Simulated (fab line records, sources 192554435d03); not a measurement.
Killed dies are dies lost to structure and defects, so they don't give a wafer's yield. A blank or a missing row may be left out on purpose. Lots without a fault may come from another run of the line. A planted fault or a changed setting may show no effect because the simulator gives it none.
fab line records | flow n5_finfet
record lots=6 wafers=17 last_day=24
route steps=1938 shown BEOL_M0_SAQP@683 BEOL_M4@1111
lots that met no fault: from a run of the same line without faults
start_h: hours from the record's first day to the start of the lot's first wafer shown | wait_h: hours since the lot's step before | " the same as in the row above | L1.1+2: a row that stands for several wafers | - no value, or no start given | * or withheld: withheld | < > ~ a bound
route shown NAME@n: a module of which the file shows steps, and the number in the route of the first | usual: mean/standard deviation of fault-free wafers | same: alike in all rows | chamber/n: place in a boat | sites: the reading at each site | _std_site: their standard deviation | _edge_site: outer sites' mean less inner sites' | radius_mm: how far each site lies from the wafer's centre | mask NAME#n: copy n | behind: the tool/chamber that last shaped the wafer | hold: why the lot was held/for how many hours/how that ended | device: the transistor (n, p or np) that didn't switch | end of line: the same wafers' tests at the end of the route | a step without rows: its recipe alone | killed: dies lost to structure and defects at the first sort, not the wafer's yield | map: a wafer's dies, x killed, . not, _ none there
set.NAME: the setting as run; set.NAME@STEP: as run at that earlier step | model.NAME: the simulator's own value behind a step, which no gauge read
lots at some steps of the route; a table a step, a row a wafer
services: from which hour (start_h, from the record's first day; less than 0 if before it) a tool's chamber was out of use, for how many hours, and why
## steps
# step N5_BEOL_M0_SAQP_COAT_34
# recipe resist=CAR-EUV spin_rpm=1500 resist_thk_nm=30
# step N5_BEOL_M0_SAQP_EBR_36
# recipe solvent=PGMEA ebr_width_mm=1.5
# step N5_BEOL_M0_SAQP_SOFTBAKE_35
# recipe temp_c=110 time_s=60 resist=CAR-EUV
# step N5_BEOL_M0_SAQP_EXPOSE_37
# recipe mask_id=M0_CUT1 na=0.33 source_shape=annular sigma_inner=0.35 sigma_outer=0.8 polarization=unpolarized target_cd_nm=30 dose_mj=44.75
# step N5_BEOL_M0_SAQP_PEB_38
# recipe peb_temp_c=100 peb_time_s=60 resist=CAR-EUV
# step N5_BEOL_M0_SAQP_DEVELOP_39
# recipe develop_time_s=30 developer=TMAH resist=CAR-EUV rinse_liquid=surfactant_rinse dry=air_spin dev_temp_c=23
# step N5_BEOL_M0_SAQP_CD_MEAS_40
# recipe target_cd_nm=30 landing_energy_ev=500 detector=se_inlens
# usual cd_nm=29.95/0.26
# columns lot.wafer tool chamber start_h wait_h cd_nm
L617.1 cd_sem-02 0 114.82 - 30.11
L617.3 " 0 " " 29.80
L617.6 " 0 " " 30.21
L630.1 cd_sem-03 0 192.79 - 30.16
L630.3 " 0 " " 29.87
L630.5 " 0 " " 29.67
L633.1 cd_sem-01 0 210.43 - 30.00
L633.3 " 0 " " 29.99
L634.1 cd_sem-02 0 218.90 - 30.06
L634.3 " 0 " " 29.94
L634.6 " 0 " " 29.40
L638.1 cd_sem-02 0 247.98 - 30.18
L638.2 " 0 " " 30.26
L638.3 " 0 " " 30.38
L639.3 cd_sem-03 0 251.44 - 30.16
L639.4 " 0 " " 30.05
L639.5 " 0 " " 30.30
# step N5_BEOL_M0_SAQP_OVL_MEAS_41
# recipe points_per_wafer=522
# usual M0_CUT1_OVL=-0.3/0.58
# columns lot.wafer tool chamber start_h wait_h M0_CUT1_OVL[nm]
L617.1 overlay-01 0 114.85 0.0 -0.3
L617.3 " 0 " " -0.9
L617.6 " 0 " " -0.7
L630.1 overlay-02 0 192.83 0.0 -0.5
L630.3 " 0 " " 1.0
L630.5 " 0 " " -0.5
L633.1 overlay-01 0 210.46 0.0 -0.1
L633.3 " 0 " " 0.2
L634.1 overlay-02 0 218.93 0.0 -0.3
L634.3 " 0 " " -0.5
L634.6 " 0 " " -0.1
L638.1 overlay-02 0 248.01 0.0 -0.7
L638.2 " 0 " " 0.3
L638.3 " 0 " " -0.3
L639.3 overlay-01 0 251.48 0.0 0.6
L639.4 " 0 " " 0.4
L639.5 " 0 " " 0.3
# step N5_BEOL_M0_SAQP_INSPECT_42
# recipe mode=adi inspect_instrument=brightfield
# usual raw_defect_count=289/84
# columns lot.wafer tool chamber start_h wait_h raw_defect_count
L617.1 defect_inspect-02 - 114.91 0.1 369
L617.3 " - " " 446
L617.6 " - " " 488
L630.1 defect_inspect-01 - 192.88 0.1 308
L630.3 " - " " 408
L630.5 " - " " 569
L633.1 defect_inspect-02 - 210.52 0.1 295
L633.3 " - " " 282
L634.1 defect_inspect-01 - 218.99 0.1 307
L634.3 " - " " 353
L634.6 " - " " 366
L638.1 defect_inspect-01 - 248.06 0.1 287
L638.2 " - " " 237
L638.3 " - " " 243
L639.3 defect_inspect-02 - 251.53 0.0 230
L639.4 " - " " 244
L639.5 " - " " 240
# step N5_BEOL_M0_SAQP_DESCUM_45
# recipe chemistry=O2 time_s=7 source_power_w=50 bias_power_w=20 pressure_mtorr=20 rf_frequency_hz=2.712e+07 temp_c=40 resist=CAR-EUV o2_flow_sccm=225
# usual drypump_motor_current_A=5.6/0.39 oes_product_au=0.78/0.083 rf_vpp_V=243.1/1.1 showerhead_plenum_p_Torr=2.09/0.049 throttle_valve_pct=20.24/0.21
# columns lot.wafer tool chamber start_h wait_h drypump_motor_current_A oes_product_au rf_hours_counter_h rf_vpp_V showerhead_plenum_p_Torr throttle_valve_pct
L617.1 rie_diel-05 1 115.00 0.1 5.9 0.73 196 243.8 2.06 20.39
L617.3 " 2 " " 5.6 0.78 114 242.8 2.09 20.00
L617.6 " 2 " " 5.6 0.78 - 243.2 2.09 20.00
L630.1 rie_diel-01 2 192.92 0.0 6.2 0.90 25 242.8 2.14 20.29
L630.3 " 0 " " 5.0 0.77 123 243.6 2.01 20.01
L630.5 " 2 " " 6.2 0.90 - 244.6 2.14 20.31
L633.1 rie_diel-05 1 210.88 0.4 5.9 0.69 232 243.0 2.05 20.45
L633.3 " 0 " " 5.3 0.70 221 243.9 2.07 20.46
L634.1 rie_diel-05 2 219.02 0.0 5.7 0.74 155 244.8 2.07 20.07
L634.3 " 1 " " 5.9 0.69 237 245.1 2.05 20.46
L634.6 " 1 " " 5.9 0.69 - 243.9 2.05 20.49
L638.1 rie_diel-01 0 248.10 0.0 5.0 0.75 142 242.3 2.00 20.05
L638.2 " 1 " " 5.6 0.76 121 243.4 2.09 20.09
L638.3 " 3 " " 6.2 0.91 33 243.0 2.12 20.13
L639.3 rie_diel-01 0 251.56 0.0 5.0 0.74 144 242.3 2.00 20.04
L639.4 " 2 " " 6.1 0.87 46 243.9 2.13 20.33
L639.5 " 1 " " 5.6 0.77 - 243.3 2.08 20.08
# step N5_BEOL_M0_SAQP_ETCH_88
# recipe chemistry=N2/H2 target=underlayer target_depth_a=65 time_s=5.2 ion_energy_ev=200 mask_material=CAR-EUV pressure_mtorr=30 source_w=840 bias_w=150 n2_flow_sccm=200 h2_flow_sccm=200 ends=cleared
# usual drypump_motor_current_A=5.6/0.38 etch_rf_on_time_s=5.25/0.11 oes_product_au=0.66/0.07 rf_vpp_V=524.0/1.9 showerhead_plenum_p_Torr=2.54/0.062 throttle_valve_pct=17.70/0.19
# columns lot.wafer tool chamber start_h wait_h drypump_motor_current_A etch_rf_on_time_s oes_product_au rf_hours_counter_h rf_vpp_V showerhead_plenum_p_Torr throttle_valve_pct
L617.1 rie_diel-05 1 115.03 0.0 5.9 5.15 0.62 196 523.9 2.52 17.86
L617.3 " 2 " " 5.6 5.25 0.65 114 524.2 2.54 17.52
L617.6 " 2 " " 5.7 5.17 0.66 - 524.7 2.54 17.49
L630.1 rie_diel-01 2 192.95 0.0 6.1 5.19 0.77 25 525.4 2.59 17.63
L630.3 " 0 " " 5.0 5.31 0.64 123 521.3 2.45 17.49
L630.5 " 2 " " 6.2 5.21 0.76 - 527.5 2.59 17.63
L633.1 rie_diel-05 1 210.91 0.0 5.9 5.07 0.60 232 523.4 2.51 17.93
L633.3 " 0 " " 5.3 5.40 0.59 221 521.5 2.50 17.82
L634.1 rie_diel-05 2 219.05 0.0 5.6 5.12 0.63 155 523.7 2.52 17.57
L634.3 " 1 " " 5.9 5.06 0.59 237 525.2 2.50 17.93
L634.6 " 1 " " 5.9 5.06 0.59 - 524.1 2.50 17.95
L638.1 rie_diel-01 0 248.14 0.0 5.1 5.42 0.62 142 521.8 2.44 17.56
L638.2 " 1 " " 5.6 5.26 0.65 121 526.4 2.56 17.76
L638.3 " 3 " " 6.2 5.14 0.77 33 522.5 2.57 17.41
L639.3 rie_diel-01 0 251.60 0.0 5.0 5.36 0.62 144 521.3 2.44 17.54
L639.4 " 2 " " 6.2 5.24 0.73 47 526.4 2.59 17.67
L639.5 " 1 " " 5.6 5.28 0.66 - 524.0 2.56 17.74
# step N5_BEOL_M0_SAQP_ETCH_73
# recipe chemistry=CF4 target=SiARC target_depth_a=195 mask_material=CAR-EUV time_s=32.5 ion_energy_ev=80 pressure_mtorr=40 source_w=545 bias_w=36 Ar_flow_sccm=100 cf4_flow_sccm=100 ends=cleared
# usual drypump_motor_current_A=5.6/0.38 etch_rf_on_time_s=32.9/0.63 oes_product_au=0.66/0.071 rf_vpp_V=184.2/1.1 showerhead_plenum_p_Torr=2.15/0.045 throttle_valve_pct=15.52/0.19
# columns lot.wafer tool chamber start_h wait_h drypump_motor_current_A etch_rf_on_time_s oes_product_au rf_hours_counter_h rf_vpp_V showerhead_plenum_p_Torr throttle_valve_pct
L617.1 rie_diel-05 1 115.05 0.0 5.9 31.9 0.62 196 182.3 2.12 15.68
L617.3 " 2 " " 5.6 32.7 0.66 114 183.9 2.17 15.42
L617.6 " 2 " " 5.7 32.5 0.67 - 183.9 2.17 15.42
L630.1 rie_diel-01 2 192.97 0.0 6.2 32.6 0.78 25 186.4 2.18 15.37
L630.3 " 0 " " 5.0 33.8 0.64 123 184.2 2.07 15.31
L630.5 " 2 " " 6.2 32.8 0.77 - 182.2 2.18 15.39
L633.1 rie_diel-05 1 210.93 0.0 5.9 31.9 0.60 232 184.4 2.11 15.74
L633.3 " 0 " " 5.3 33.3 0.59 221 184.0 2.12 15.70
L634.1 rie_diel-05 2 219.07 0.0 5.6 32.8 0.63 155 185.0 2.15 15.52
L634.3 " 1 " " 5.9 32.0 0.59 237 183.9 2.11 15.76
L634.6 " 1 " " 5.9 32.1 0.59 - 183.6 2.11 15.78
L638.1 rie_diel-01 0 248.15 0.0 5.0 33.4 0.62 142 183.9 2.06 15.33
L638.2 " 1 " " 5.6 33.1 0.66 121 184.9 2.16 15.51
L638.3 " 3 " " 6.2 32.4 0.77 33 184.0 2.16 15.21
L639.3 rie_diel-01 0 251.61 0.0 5.0 33.6 0.62 144 184.1 2.06 15.34
L639.4 " 2 " " 6.2 32.7 0.74 47 183.1 2.17 15.42
L639.5 " 1 " " 5.6 32.9 0.66 - 184.0 2.16 15.50
# step N5_BEOL_M0_SAQP_CUT_ETCH_46
# recipe chemistry=N2/H2 target=SOC target_depth_a=1350 overetch_a=270 temp_c=40 time_s=202.5 ion_energy_ev=200 mask_material=SiARC pressure_mtorr=30 source_w=840 bias_w=150 n2_flow_sccm=200 h2_flow_sccm=200
# usual drypump_motor_current_A=5.6/0.39 rf_vpp_V=524.0/1.8 showerhead_plenum_p_Torr=2.54/0.062 throttle_valve_pct=17.66/0.19
# columns lot.wafer tool chamber start_h wait_h drypump_motor_current_A rf_hours_counter_h rf_vpp_V showerhead_plenum_p_Torr throttle_valve_pct model.SiARC_of_BEOL_M0_SAQP_COAT_72.thk_nm model.BEOL_M0_SAQP.cd_nm
L617.1 rie_diel-05 1 115.08 0.0 6.0 196 523.3 2.52 17.84 4.8 30.4
L617.3 " 2 " " 5.6 114 524.3 2.54 17.46 4.8 29.6
L617.6 " 2 " " 5.7 - 523.7 2.54 17.45 5 29.8
L630.1 rie_diel-01 2 193.00 0.0 6.2 25 524.5 2.59 17.58 5 30
L630.3 " 0 " " 5.0 123 521.0 2.45 17.47 5.6 29.8
L630.5 " 2 " " 6.2 - 524.9 2.59 17.59 5 30.2
L633.1 rie_diel-05 1 210.96 0.0 5.9 232 523.9 2.51 17.88 5 30.6
L633.3 " 0 " " 5.3 221 523.8 2.50 17.79 7.8 29.4
L634.1 rie_diel-05 2 219.10 0.0 5.6 155 523.6 2.52 17.54 5 29.2
L634.3 " 1 " " 5.9 237 521.8 2.50 17.88 7.2 29.2
L634.6 " 1 " " 5.9 - 522.7 2.50 17.90 4.8 30.2
L638.1 rie_diel-01 0 248.18 0.0 5.0 142 522.2 2.44 17.49 5.6 30.2
L638.2 " 1 " " 5.6 121 526.3 2.56 17.69 5 30
L638.3 " 3 " " 6.2 33 524.1 2.57 17.41 4.8 30.4
L639.3 rie_diel-01 0 251.64 0.0 5.0 144 519.7 2.44 17.51 5.4 30
L639.4 " 2 " " 6.2 47 526.0 2.59 17.63 5 30.4
L639.5 " 1 " " 5.6 - 523.8 2.56 17.73 5 30
# step N5_BEOL_M0_SAQP_STRIP_74
# recipe chemistry=N2/H2 temp_c=40 n2_flow_sccm=200 h2_flow_sccm=200 rf_frequency_hz=6e+07
# step N5_BEOL_M0_SAQP_STRIP_89
# recipe chemistry=N2/H2 temp_c=40 n2_flow_sccm=200 h2_flow_sccm=200 rf_frequency_hz=6e+07
# step N5_BEOL_M0_SAQP_ALD_48
# recipe material=SiO2 target_thk_a=200 temp_c=100 ald_precursor_family=BDEAS ald_co_reactant=O2-plasma pulse_time_s=1 co_reactant_pulse_time_s=1 purge_time_s=2 co_reactant_purge_time_s=2 ald_cycles=139 pressure_torr=2
# usual heater_power_outer_w=41/4.8 heater_power_w=81/9.5 precursor_pulse_height_rel=1.000/0.023
# columns lot.wafer tool chamber start_h wait_h heater_power_outer_w heater_power_w precursor_pulse_height_rel
L617.1 ald_sin-01 2 115.28 0.0 39 79 0.981
L617.3 " 1 " " 44 85 0.990
L617.6 " 3 " " 41 75 0.996
L630.1 ald_sin-03 3 193.58 0.4 38 84 1.032
L630.3 " 2 " " 32 66 0.991
L630.5 " 3 " " 38 81 0.979
L633.1 ald_sin-02 0 211.38 0.2 39 72 0.997
L633.3 " 2 " " 39 76 1.019
L634.1 ald_sin-01 1 219.82 0.5 43 83 0.980
L634.3 " 2 " " 39 76 1.026
L634.6 " 0 " " 52 105 1.008
L638.1 ald_sin-02 0 249.73 1.4 39 72 1.050
L638.2 " 2 " " 40 79 0.978
L638.3 " 3 " " 35 71 0.986
L639.3 ald_sin-02 2 252.52 0.7 39 77 0.980
L639.4 " 2 " " 40 77 1.016
L639.5 " 3 " " 36 74 0.982
# step N5_BEOL_M0_SAQP_ETCH_49
# recipe chemistry=CF4/O2 target_depth_a=370 target=SiO2 pressure_mtorr=40 source_w=535 bias_w=49 Ar_flow_sccm=100 cf4_flow_sccm=100 O2_flow_sccm=10 ion_energy_ev=100
# usual drypump_motor_current_A=5.6/0.4 oes_o_777_au=0.78/0.098 oes_product_au=0.80/0.091 rf_vpp_V=241/5.6 showerhead_plenum_p_Torr=2.21/0.048 throttle_valve_pct=15.72/0.19
# columns lot.wafer tool chamber start_h wait_h drypump_motor_current_A oes_o_777_au oes_product_au rf_hours_counter_h rf_vpp_V showerhead_plenum_p_Torr throttle_valve_pct model.BEOL_M0_SAQP.cd_nm
L617.1 rie_diel-04 1 115.80 0.3 5.4 0.75 0.75 177 248 2.21 16.14 30.4
L617.3 " 0 " " 5.3 0.89 0.91 21 246 2.34 15.79 29.6
L617.6 " 0 " " 5.3 0.89 0.91 - 245 2.34 15.82 29.6
L630.1 rie_diel-01 0 194.16 0.3 5.0 0.76 0.77 124 233 2.13 15.55 30
L630.3 " 2 " " 6.2 0.91 0.90 26 240 2.24 15.63 29.8
L630.5 " 1 " " 5.6 0.75 0.80 - 245 2.23 15.70 30.2
L633.1 rie_diel-01 1 211.90 0.3 5.6 0.74 0.78 108 244 2.23 15.72 30.8
L633.3 " 2 " " 6.2 0.91 0.90 32 242 2.24 15.62 29.4
L634.1 rie_diel-04 3 220.39 0.3 5.8 0.70 0.75 172 253 2.21 15.68 29.4
L634.3 " 0 " " 5.3 0.84 0.85 57 244 2.32 15.89 29.2
L634.6 " 3 " " 5.8 0.70 0.75 - 251 2.21 15.68 30.2
L638.1 rie_diel-01 0 250.40 0.4 5.0 0.74 0.74 143 234 2.12 15.56 30.4
L638.2 " 1 " " 5.6 0.74 0.76 122 244 2.23 15.73 30
L638.3 " 2 " " 6.2 0.88 0.86 46 243 2.24 15.66 30.4
L639.3 rie_diel-05 3 253.31 0.5 5.9 1.01 1.04 1 232 2.18 15.53 30
L639.4 " 3 " " 5.9 1.01 1.02 - 232 2.18 15.52 30.2
L639.5 " 2 " " 5.7 0.70 0.73 - 243 2.21 15.76 29.8
# step N5_BEOL_M0_SAQP_STRIP_75
# recipe chemistry=CF4 resist=SiARC power_w=300 bias_power_w=75 pressure_mtorr=50 cf4_flow_sccm=150 rf_frequency_hz=6e+07
# usual drypump_motor_current_A=5.6/0.4 oes_product_au=0.184/0.021 power_w=300.0/0.85 rf_vpp_V=271.2/1.2 showerhead_plenum_p_Torr=1.80/0.042 throttle_valve_pct=13.46/0.2
# columns lot.wafer tool chamber start_h wait_h drypump_motor_current_A oes_product_au power_w rf_hours_counter_h rf_vpp_V showerhead_plenum_p_Torr throttle_valve_pct
L617.1 rie_diel-04 1 115.90 0.1 5.4 0.174 301.6 178 270.9 1.79 13.84
L617.3 " 0 " " 5.3 0.205 300.2 21 274.2 1.89 13.44
L617.6 " 0 " " 5.3 0.206 299.3 - 274.0 1.89 13.45
L630.1 rie_diel-01 0 194.26 0.1 5.0 0.181 299.2 124 269.4 1.72 13.23
L630.3 " 2 " " 6.2 0.205 300.6 26 272.0 1.82 13.31
L630.5 " 1 " " 5.6 0.183 299.0 - 271.5 1.83 13.47
L633.1 rie_diel-01 1 212.00 0.1 5.6 0.180 298.3 108 272.1 1.83 13.49
L633.3 " 2 " " 6.2 0.202 301.2 32 272.4 1.82 13.33
L634.1 rie_diel-04 3 220.49 0.1 5.8 0.175 301.7 172 271.3 1.80 13.45
L634.3 " 0 " " 5.3 0.193 300.6 57 274.5 1.88 13.53
L634.6 " 3 " " 5.8 0.168 301.2 - 272.1 1.80 13.46
L638.1 rie_diel-01 0 250.50 0.1 5.0 0.174 300.1 143 269.1 1.71 13.27
L638.2 " 1 " " 5.6 0.175 299.8 122 271.6 1.82 13.50
L638.3 " 2 " " 6.1 0.208 300.8 46 274.2 1.82 13.36
L639.3 rie_diel-05 3 253.41 0.1 5.9 0.227 300.1 1 270.3 1.77 13.23
L639.4 " 3 " " 5.9 0.238 300.7 - 271.9 1.77 13.23
L639.5 " 2 " " 5.6 0.169 300.3 - 271.1 1.80 13.55
# step N5_BEOL_M4_RC_MEAS_101
# usual DIBL_N=35.8/1.6 DIBL_P=35.6/2 IOFF_N=0.15/0.031 IOFF_P=0.20/0.033 ION_N=668/12 ION_P=459/6.8 SS_N=71.4/0.53 SS_P=73.1/0.63 VT_N=250/3.5 VT_P=-251/3
# columns lot.wafer tool chamber start_h wait_h DIBL_N[mV/V] DIBL_P[mV/V] IOFF_N[nA/um] IOFF_P[nA/um] ION_N[uA/um] ION_P[uA/um] SS_N[mV/dec] SS_P[mV/dec] VT_N[mV] VT_P[mV]
L617.1 prober-02 0 347.62 0.0 36.1 37.0 0.17 0.24 671 465 71.9 72.8 248 -247
L617.3 " 0 " " 37.6 38.1 0.19 0.25 668 455 72.5 73.5 247 -246
L617.6 " 0 " " 35.2 36.1 0.16 0.22 673 465 71.1 72.9 248 -248
L630.1 prober-02 0 399.25 0.0 33.8 34.9 0.15 0.20 676 460 71.1 73.0 249 -252
L630.3 " 0 " " 33.0 33.2 0.12 0.17 662 459 71.0 72.6 254 -253
L630.5 " 0 " " 33.8 35.7 0.15 0.20 669 456 71.3 73.3 250 -251
L634.1 prober-01 0 399.36 0.0 36.8 37.8 0.18 0.23 679 462 71.8 73.8 249 -247
L634.3 " 0 " " 35.6 35.2 0.14 0.19 659 451 71.6 73.2 251 -253
L634.6 " 0 " " 35.1 34.3 0.14 0.18 651 446 71.1 73.1 253 -251
L633.1 prober-01 0 404.36 0.0 36.9 35.6 0.16 0.20 670 464 71.4 72.8 250 -251
L633.3 " 0 " " 35.6 33.8 0.13 0.18 666 457 71.0 73.4 252 -255
L638.1 prober-01 0 436.12 0.0 39.4 39.7 0.21 0.26 676 465 72.7 74.2 246 -246
L638.2 " 0 " " 36.1 35.4 0.14 0.20 660 459 71.4 72.2 251 -250
L638.3 " 0 " " 38.5 38.4 0.19 0.24 663 458 72.5 74.1 247 -247
L639.3 prober-02 0 461.74 0.3 35.2 33.4 0.12 0.17 656 451 71.1 72.3 255 -252
L639.4 " 0 " " 33.9 32.6 0.11 0.16 652 452 70.9 72.9 254 -252
L639.5 " 0 " " 34.2 32.9 0.12 0.17 680 466 71.2 72.5 252 -253
## services
# columns tool chamber start_h hours kind
rie_diel-04 - 91.50 0.6 repair
rie_diel-01 0 98.96 4.9 repair
rie_diel-05 - 102.29 0.8 repair
rie_diel-01 2 117.67 - clean
rie_diel-01 2 117.67 - consumable_replace:focus_ring
rie_diel-01 2 117.67 14.4 scheduled_down
rie_diel-01 2 117.67 14.4 vent_cycle
rie_diel-01 3 132.34 - clean
rie_diel-04 - 140.84 11.0 repair
rie_diel-01 0 147.44 2.4 repair
rie_diel-01 0 155.67 2.0 repair
rie_diel-01 - 155.97 0.6 repair
rie_diel-04 2 173.32 3.1 repair
rie_diel-05 3 175.09 8.5 repair
ald_sin-01 - 176.75 14.0 pm
rie_diel-04 - 184.97 0.5 repair
rie_diel-04 1 204.19 22.0 repair
rie_diel-05 3 208.56 14.4 repair
ald_sin-03 - 223.89 0.9 repair
ald_sin-03 3 229.60 20.0 repair
ald_sin-03 - 237.11 0.4 repair
ald_sin-02 1 237.76 26.8 repair
ald_sin-02 - 245.75 0.9 repair
ald_sin-01 - 248.84 6.1 pm
## key
first_sign none at tools or gauges
model_effect step=N5_BEOL_M0_SAQP_CUT_ETCH_46 value=SiARC_of_BEOL_M0_SAQP_COAT_72.thk_nm without=5.2 struck=7.5
model_effect step=N5_BEOL_M0_SAQP_ETCH_49 value=BEOL_M0_SAQP.cd_nm without=30.1 struck=29.3
met_at N5_BEOL_M0_SAQP_CUT_ETCH_46
struck_wafers L633.3,L634.3
onset_between 115.08 210.96
fault kind=process_parameter_drift tool=rie_diel-05 chamber=- onset_h=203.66 steps=N5_BEOL_M0_SAQP_CUT_ETCH_46 channel=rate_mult offset=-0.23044 shape=step end_h=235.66 scope=struck_wafers_only
